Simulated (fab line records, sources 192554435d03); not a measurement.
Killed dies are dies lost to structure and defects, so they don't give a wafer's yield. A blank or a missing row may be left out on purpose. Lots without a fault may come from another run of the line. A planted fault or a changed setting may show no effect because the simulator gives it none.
Which tool did it? | flow n5_finfet | 24 lots, 72 wafers sampled, at 6 steps of a route of 1938

WHAT THE GAUGES READ, wafer by wafer
N5_MOL_CONTACT_COAG_CD_MEAS_101: target cd 16 nm.
lot  | measured     | on        | cd_nm (nm)
L074 | day 5 04:20  | cd_sem-02 | 16.0 15.6 16.0
L075 | day 5 15:26  | cd_sem-03 | 16.0 15.8 15.6
L076 | day 5 17:32  | cd_sem-02 | 16.1 15.4 16.1
L077 | day 5 22:50  | cd_sem-03 | 15.7 15.9 15.6
L078 | day 6 05:47  | cd_sem-03 | 15.9 16.4 16.2
L079 | day 6 12:35  | cd_sem-01 | 16.1 16.0 15.7
L080 | day 6 15:55  | cd_sem-03 | 15.5 15.6 15.7
L081 | day 6 21:46  | cd_sem-01 | 15.6 16.3 16.4
L082 | day 7 05:15  | cd_sem-02 | 15.9 16.2 16.4
L083 | day 7 12:47  | cd_sem-02 | 16.2 15.8 16.1
L084 | day 7 20:47  | cd_sem-01 | 15.9 15.7 15.5
L085 | day 8 02:22  | cd_sem-02 | 16.1 16.1 16.8
L086 | day 8 10:09  | cd_sem-01 | 16.2 16.5 16.1
L087 | day 8 12:55  | cd_sem-01 | 16.2 15.7 15.8
L088 | day 8 14:52  | cd_sem-02 | 16.6 15.8 16.1
L089 | day 9 01:55  | cd_sem-03 | 16.4 16.4 16.1
L090 | day 9 07:03  | cd_sem-02 | 16.1 16.6 15.4
L091 | day 9 14:37  | cd_sem-02 | 16.1 15.7 16.0
L092 | day 9 19:33  | cd_sem-03 | 15.6 16.4 16.2
L093 | day 9 22:53  | cd_sem-01 | 17.0 17.1 16.9
L094 | day 10 08:10 | cd_sem-03 | 16.0 16.5 16.7
L096 | day 10 15:04 | cd_sem-03 | 16.4 16.3 16.4
L095 | day 10 16:52 | cd_sem-02 | 15.9 15.7 16.7
L097 | day 10 21:49 | cd_sem-02 | 15.8 15.9 16.5

N5_BEOL_M0_SAQP_OVL_MEAS_41.
lot  | measured     | on         | M0_CUT1_OVL (nm)
L074 | day 5 14:43  | overlay-01 | -1.5 -1.8 -1.3
L075 | day 6 01:10  | overlay-02 | -1.1 -0.1 -0.1
L076 | day 6 05:56  | overlay-01 | -0.7 -1.2 -0.7
L077 | day 6 07:35  | overlay-02 | 0.9 -0.4 0.9
L078 | day 6 15:37  | overlay-01 | 0.9 -0.9 0.6
L079 | day 6 23:47  | overlay-02 | -0.7 0.2 -0.4
L080 | day 7 04:04  | overlay-02 | -0.4 0.3 0.1
L081 | day 7 07:51  | overlay-02 | -0.6 -1.2 -0.3
L082 | day 7 14:06  | overlay-02 | 0.1 -0.1 -0.6
L083 | day 8 00:23  | overlay-01 | -0.5 -0.4 -0.5
L084 | day 8 07:09  | overlay-02 | -0.3 -0.3 -0.6
L085 | day 8 12:11  | overlay-02 | -0.2 -0.4 -0.5
L086 | day 9 00:44  | overlay-02 | -0.4 -0.7 -0.7
L087 | day 9 00:58  | overlay-02 | 0.7 1.3 0.8
L088 | day 9 03:43  | overlay-01 | -0.6 -0.1 -0.1
L089 | day 9 11:05  | overlay-02 | 0.4 -1.0 -1.3
L090 | day 9 18:48  | overlay-01 | 0.5 0.1 -0.3
L091 | day 10 00:31 | overlay-02 | -0.1 0.4 1.3
L092 | day 10 05:19 | overlay-02 | 0.0 0.1 0.0
L093 | day 10 08:56 | overlay-02 | -1.4 -1.1 -0.6
L094 | day 10 17:41 | overlay-02 | -0.1 0.4 0.9
L096 | day 11 01:22 | overlay-02 | -1.3 -0.1 0.0
L095 | day 11 04:02 | overlay-01 | 0.4 -0.6 0.1
L097 | day 11 07:29 | overlay-01 | 0.0 0.7 -0.6

WHICH TOOL RAN EACH LOT (tool, then ch and the chambers of the sampled wafers, then the start)
lot  | N5_MOL_CONTACT_COAG_STRIP_49         | N5_BEOL_M0_SAQP_ETCH_106           | N5_BEOL_M0_SAQP_STRIP_108          | N5_BEOL_M0_SAQP_RECESS_109
L074 | plasma_asher-01 ch 0, day 5 04:11    | rie_diel-02 ch 1,2,3, day 5 13:17  | rie_diel-02 ch 1,2,3, day 5 13:23  | vapor_etch-01 ch 0, day 5 13:27
L075 | plasma_asher-02 ch 0,1, day 5 15:18  | rie_diel-04 ch 1,2,3, day 5 23:46  | rie_diel-04 ch 1,2,3, day 5 23:52  | vapor_etch-02 ch 0, day 5 23:56
L076 | plasma_asher-01 ch 0,1, day 5 17:23  | rie_diel-02 ch 0,1,2, day 6 04:13  | rie_diel-02 ch 0,1,2, day 6 04:19  | vapor_etch-02 ch 0,1, day 6 04:43
L077 | plasma_asher-02 ch 0,1, day 5 22:41  | rie_diel-06 ch 1,2,3, day 6 06:11  | rie_diel-06 ch 1,2,3, day 6 06:17  | vapor_etch-01 ch 0,1, day 6 06:20
L078 | plasma_asher-02 ch 0,1, day 6 05:37  | rie_diel-02 ch 0,2, day 6 13:50    | rie_diel-02 ch 0,2, day 6 13:56    | vapor_etch-01 ch 0,1, day 6 13:59
L079 | plasma_asher-02 ch 0,1, day 6 12:26  | rie_diel-06 ch 1,3, day 6 22:02    | rie_diel-06 ch 1,3, day 6 22:08    | vapor_etch-01 ch 0,1, day 6 22:12
L080 | plasma_asher-02 ch 0,1, day 6 15:46  | rie_diel-06 ch 0,1,2, day 7 01:52  | rie_diel-06 ch 0,1,2, day 7 01:58  | vapor_etch-02 ch 0,1, day 7 02:01
L081 | plasma_asher-01 ch 0,1, day 6 21:37  | rie_diel-02 ch 0,2,3, day 7 06:19  | rie_diel-02 ch 0,2,3, day 7 06:25  | vapor_etch-02 ch 0,1, day 7 06:29
L082 | plasma_asher-02 ch 0,1, day 7 05:06  | rie_diel-04 ch 0,2,3, day 7 12:34  | rie_diel-04 ch 0,2,3, day 7 12:40  | vapor_etch-02 ch 0,1, day 7 12:43
L083 | plasma_asher-01 ch 0,1, day 7 12:38  | rie_diel-06 ch 1,2,3, day 7 22:42  | rie_diel-06 ch 1,2,3, day 7 22:48  | vapor_etch-01 ch 0,1, day 7 23:09
L084 | plasma_asher-01 ch 0,1, day 7 20:38  | rie_diel-04 ch 1,2, day 8 05:36    | rie_diel-04 ch 1,2, day 8 05:42    | vapor_etch-01 ch 0,1, day 8 05:46
L085 | plasma_asher-01 ch 0,1, day 8 02:14  | rie_diel-06 ch 0,2,3, day 8 09:50  | rie_diel-06 ch 0,2,3, day 8 09:56  | vapor_etch-02 ch 0,1, day 8 10:02
L086 | plasma_asher-02 ch 0,1, day 8 10:00  | rie_diel-04 ch 1,2,3, day 8 22:57  | rie_diel-04 ch 1,2,3, day 8 23:03  | vapor_etch-02 ch 0,1, day 8 23:07
L087 | plasma_asher-01 ch 0,1, day 8 12:46  | rie_diel-02 ch 1,2, day 8 23:34    | rie_diel-02 ch 1,2, day 8 23:40    | vapor_etch-02 ch 0,1, day 8 23:44
L088 | plasma_asher-01 ch 0,1, day 8 14:43  | rie_diel-02 ch 0,1,2, day 9 00:37  | rie_diel-02 ch 0,1,2, day 9 00:43  | vapor_etch-01 ch 0,1, day 9 00:46
L089 | plasma_asher-01 ch 1, day 9 01:46    | rie_diel-02 ch 2,3, day 9 09:41    | rie_diel-02 ch 2,3, day 9 09:47    | vapor_etch-02 ch 0, day 9 09:51
L090 | plasma_asher-02 ch 0,1, day 9 06:55  | rie_diel-04 ch 2,3, day 9 17:20    | rie_diel-04 ch 2,3, day 9 17:26    | vapor_etch-02 ch 0,1, day 9 17:32
L091 | plasma_asher-02 ch 0,1, day 9 14:28  | rie_diel-02 ch 1,2,3, day 9 22:56  | rie_diel-02 ch 1,2,3, day 9 23:02  | vapor_etch-01 ch 0,1, day 9 23:14
L092 | plasma_asher-01 ch 0,1, day 9 19:25  | rie_diel-04 ch 0,1,3, day 10 03:49 | rie_diel-04 ch 0,1,3, day 10 03:55 | vapor_etch-01 ch 0,1, day 10 03:58
L093 | plasma_asher-02 ch 0,1, day 9 22:44  | rie_diel-02 ch 0,1,3, day 10 07:22 | rie_diel-02 ch 0,1,3, day 10 07:28 | vapor_etch-01 ch 0,1, day 10 07:31
L094 | plasma_asher-02 ch 0,1, day 10 08:02 | rie_diel-06 ch 0,1, day 10 16:17   | rie_diel-06 ch 0,1, day 10 16:23   | vapor_etch-01 ch 0,1, day 10 16:27
L096 | plasma_asher-02 ch 0,1, day 10 14:53 | rie_diel-06 ch 0,2,3, day 10 23:08 | rie_diel-06 ch 0,2,3, day 10 23:14 | vapor_etch-02 ch 0,1, day 10 23:17
L095 | plasma_asher-02 ch 0,1, day 10 16:41 | rie_diel-06 ch 0,2, day 11 02:29   | rie_diel-06 ch 0,2, day 11 02:35   | vapor_etch-01 ch 0,1, day 11 02:38
L097 | plasma_asher-02 ch 0,1, day 10 21:40 | rie_diel-02 ch 0,1, day 11 06:05   | rie_diel-02 ch 0,1, day 11 06:11   | vapor_etch-01 ch 0, day 11 06:15
- N5_MOL_CONTACT_COAG_STRIP_49: strips in N2/H2, time 30 s.
- N5_BEOL_M0_SAQP_ETCH_106: etches SOC in N2/H2, stops on SiNx, target depth 150 nm.
- N5_BEOL_M0_SAQP_STRIP_108: strips in N2/H2.
- N5_BEOL_M0_SAQP_RECESS_109: chemistry HF/NH3, target SiO2, target depth 3 nm, afs cycles 1, sublimation time 60 s.

WHAT THE TOOLS THEMSELVES READ (means of the sampled wafers that have a number; where no wafer has one, the mark that the record gives instead)
N5_MOL_CONTACT_COAG_STRIP_49.
lot  | tool            | drypump_motor_current_A (A) | heater_power_w (W) | n2_flow_sccm (sccm)
L074 | plasma_asher-01 | 5.67                        | 361                | 1757
L075 | plasma_asher-02 | 5.84                        | 369                | 1749
L076 | plasma_asher-01 | 5.47                        | 378                | 1748
L077 | plasma_asher-02 | 5.83                        | 371                | 1747
L078 | plasma_asher-02 | 5.82                        | 368                | 1744
L079 | plasma_asher-02 | 5.81                        | 364                | 1753
L080 | plasma_asher-02 | 5.78                        | 365                | 1757
L081 | plasma_asher-01 | 5.27                        | 393                | 1745
L082 | plasma_asher-02 | 5.82                        | 379                | 1746
L083 | plasma_asher-01 | 5.28                        | 398                | 1752
L084 | plasma_asher-01 | 5.28                        | 391                | 1752
L085 | plasma_asher-01 | 5.28                        | 388                | 1742
L086 | plasma_asher-02 | 5.80                        | 378                | 1751
L087 | plasma_asher-01 | 5.47                        | 376                | 1745
L088 | plasma_asher-01 | 5.27                        | 396                | 1748
L089 | plasma_asher-01 | 5.09                        | 405                | 1754
L090 | plasma_asher-02 | 5.78                        | 358                | 1753
L091 | plasma_asher-02 | 5.77                        | 360                | 1748
L092 | plasma_asher-01 | 5.46                        | 379                | 1747
L093 | plasma_asher-02 | 5.77                        | 360                | 1747
L094 | plasma_asher-02 | 5.83                        | 370                | 1746
L096 | plasma_asher-02 | 5.76                        | 358                | 1752
L095 | plasma_asher-02 | 5.82                        | 373                | 1740
L097 | plasma_asher-02 | 5.76                        | 360                | 1748

N5_BEOL_M0_SAQP_ETCH_106.
lot  | tool        | bias_w (W) | drypump_motor_current_A (A) | n2_flow_sccm (sccm) | oes_product_au (a.u.) | rf_vpp_V (V) | showerhead_plenum_p_Torr (Torr) | throttle_valve_pct (%)
L074 | rie_diel-02 | 60.80      | 6.0                         | 200.2               | 0.85                  | 242.4        | 2.63                            | 17.65
L075 | rie_diel-04 | 61.27      | 5.6                         | 199.8               | 0.83                  | 240.6        | 2.52                            | 17.79
L076 | rie_diel-02 | 60.95      | 5.7                         | 200.2               | 0.82                  | 241.7        | 2.62                            | 17.91
L077 | rie_diel-06 | 61.11      | 5.9                         | 199.9               | 0.82                  | 240.6        | 2.61                            | 17.54
L078 | rie_diel-02 | 61.00      | 6.0                         | 200.0               | 0.78                  | 240.6        | 2.53                            | 18.07
L079 | rie_diel-06 | 61.03      | 5.8                         | 200.1               | 0.79                  | 242.1        | 2.60                            | 17.63
L080 | rie_diel-06 | 60.84      | 6.0                         | 200.2               | 0.80                  | 240.1        | 2.53                            | 17.61
L081 | rie_diel-02 | 61.00      | 5.8                         | 199.5               | 0.79                  | 241.5        | 2.60                            | 17.78
L082 | rie_diel-04 | 60.85      | 5.6                         | 199.9               | 0.89                  | 240.4        | 2.51                            | 17.71
L083 | rie_diel-06 | 61.10      | 5.9                         | 199.6               | 0.81                  | 242.1        | 2.60                            | 17.56
L084 | rie_diel-04 | 60.99      | 5.5                         | 200.2               | 0.74                  | 240.3        | 2.48                            | 17.81
L085 | rie_diel-06 | 61.03      | 5.7                         | 199.5               | 0.77                  | 241.2        | 2.57                            | 17.69
L086 | rie_diel-04 | 60.98      | 5.6                         | 199.7               | 0.79                  | 240.8        | 2.51                            | 17.83
L087 | rie_diel-02 | 60.98      | 6.2                         | 200.2               | 0.81                  | 239.9        | 2.55                            | 18.00
L088 | rie_diel-02 | 61.16      | 5.7                         | 199.6               | 0.80                  | 240.4        | 2.61                            | 17.95
L089 | rie_diel-02 | 61.10      | 6.3                         | 200.4               | 0.79                  | 239.7        | 2.53                            | 17.85
L090 | rie_diel-04 | 60.94      | 5.6                         | 200.7               | 0.83                  | 240.3        | 2.48                            | 17.88
L091 | rie_diel-02 | 61.04      | 6.0                         | 200.1               | 0.81                  | 242.0        | 2.61                            | 17.71
L092 | rie_diel-04 | 60.91      | 5.8                         | 200.0               | 0.82                  | 240.5        | 2.52                            | 17.69
L093 | rie_diel-02 | 61.12      | 5.6                         | 200.2               | 0.80                  | 242.1        | 2.68                            | 17.65
L094 | rie_diel-06 | 60.90      | 6.0                         | 199.4               | 0.79                  | 240.7        | 2.46                            | 17.67
L096 | rie_diel-06 | 60.79      | 5.8                         | 200.0               | 0.75                  | 241.1        | 2.56                            | 17.71
L095 | rie_diel-06 | 61.00      | 5.8                         | 200.0               | 0.74                  | 240.3        | 2.49                            | 17.77
L097 | rie_diel-02 | 60.98      | 5.3                         | 200.4               | 0.77                  | 242.0        | 2.66                            | 17.92

N5_BEOL_M0_SAQP_STRIP_108.
lot  | tool        | drypump_motor_current_A (A) | n2_flow_sccm (sccm) | oes_product_au (a.u.) | rf_vpp_V (V) | showerhead_plenum_p_Torr (Torr) | throttle_valve_pct (%)
L074 | rie_diel-02 | 6.0                         | 299.7               | 0.87                  | 122.6        | 3.47                            | 18.8
L075 | rie_diel-04 | 5.6                         | 299.7               | 0.83                  | 121.4        | 3.32                            | 19.0
L076 | rie_diel-02 | 5.7                         | 299.5               | 0.84                  | 122.5        | 3.45                            | 19.0
L077 | rie_diel-06 | 6.0                         | 300.3               | 0.83                  | 121.8        | 3.44                            | 18.5
L078 | rie_diel-02 | 6.0                         | 300.3               | 0.80                  | 121.8        | 3.35                            | 19.0
L079 | rie_diel-06 | 5.8                         | 299.6               | 0.80                  | 121.6        | 3.43                            | 18.6
L080 | rie_diel-06 | 6.0                         | 300.2               | 0.81                  | 121.3        | 3.34                            | 18.6
L081 | rie_diel-02 | 5.8                         | 299.5               | 0.80                  | 122.6        | 3.43                            | 18.8
L082 | rie_diel-04 | 5.7                         | 300.0               | 0.89                  | 121.9        | 3.32                            | 18.9
L083 | rie_diel-06 | 5.9                         | 300.5               | 0.81                  | 122.4        | 3.43                            | 18.6
L084 | rie_diel-04 | 5.5                         | 301.4               | 0.75                  | 120.4        | 3.28                            | 18.9
L085 | rie_diel-06 | 5.8                         | 300.7               | 0.76                  | 122.5        | 3.40                            | 18.7
L086 | rie_diel-04 | 5.6                         | 300.6               | 0.81                  | 121.7        | 3.31                            | 19.0
L087 | rie_diel-02 | 6.2                         | 300.0               | 0.83                  | 121.4        | 3.36                            | 19.2
L088 | rie_diel-02 | 5.7                         | 300.0               | 0.81                  | 122.1        | 3.44                            | 19.1
L089 | rie_diel-02 | 6.3                         | 300.2               | 0.80                  | 121.6        | 3.35                            | 18.9
L090 | rie_diel-04 | 5.6                         | 300.1               | 0.83                  | 121.3        | 3.29                            | 19.2
L091 | rie_diel-02 | 6.0                         | 299.9               | 0.83                  | 123.1        | 3.45                            | 18.9
L092 | rie_diel-04 | 5.7                         | 299.6               | 0.82                  | 121.3        | 3.33                            | 18.8
L093 | rie_diel-02 | 5.6                         | 299.8               | 0.81                  | 122.9        | 3.53                            | 18.8
L094 | rie_diel-06 | 6.0                         | 301.0               | 0.79                  | 120.7        | 3.26                            | 18.8
L096 | rie_diel-06 | 5.7                         | 300.4               | 0.75                  | 121.1        | 3.39                            | 18.7
L095 | rie_diel-06 | 5.7                         | 300.0               | 0.74                  | 121.2        | 3.29                            | 18.8
L097 | rie_diel-02 | 5.3                         | 299.1               | 0.79                  | 122.5        | 3.51                            | 19.1

N5_BEOL_M0_SAQP_RECESS_109.
lot  | tool          | drypump_motor_current_A (A)
L074 | vapor_etch-01 | 6.3
L075 | vapor_etch-02 | 6.2
L076 | vapor_etch-02 | 6.2
L077 | vapor_etch-01 | 5.3
L078 | vapor_etch-01 | 5.8
L079 | vapor_etch-01 | 5.8
L080 | vapor_etch-02 | 6.2
L081 | vapor_etch-02 | 6.2
L082 | vapor_etch-02 | 6.2
L083 | vapor_etch-01 | 5.3
L084 | vapor_etch-01 | 5.8
L085 | vapor_etch-02 | 6.1
L086 | vapor_etch-02 | 6.2
L087 | vapor_etch-02 | 6.1
L088 | vapor_etch-01 | 5.3
L089 | vapor_etch-02 | 6.2
L090 | vapor_etch-02 | 6.1
L091 | vapor_etch-01 | 5.8
L092 | vapor_etch-01 | 5.3
L093 | vapor_etch-01 | 5.3
L094 | vapor_etch-01 | 5.3
L096 | vapor_etch-02 | 6.2
L095 | vapor_etch-01 | 5.3
L097 | vapor_etch-01 | 6.3

THE ANSWER, worked out from the rows above alone
Rule: what is usual is taken from the lots themselves. Put in order of their means at a reading, lots are off if they are a third of the lots or fewer, leave a main group of 4 or more, and stand apart from it by a gap of 3 or more times the standard deviation of the main group's means; of several such gaps the widest counts. A main group whose means are all the same, to the digits that the tables above print for the reading, isn't used. A lot without any number at a reading at which 4 lots or more have one is off too. The other lots that the step has rows for count as sound. The gauges are gone through in route order, then the tools' own readings, and for those a lot's mean is taken as printed above. The first step at which some lot is off is used, and at that step the reading that is off furthest; a lot without a number counts as furthest.
No lot is off at any reading shown: from this, nothing can be told.

WHAT THE SIMULATOR HAD PUT IN
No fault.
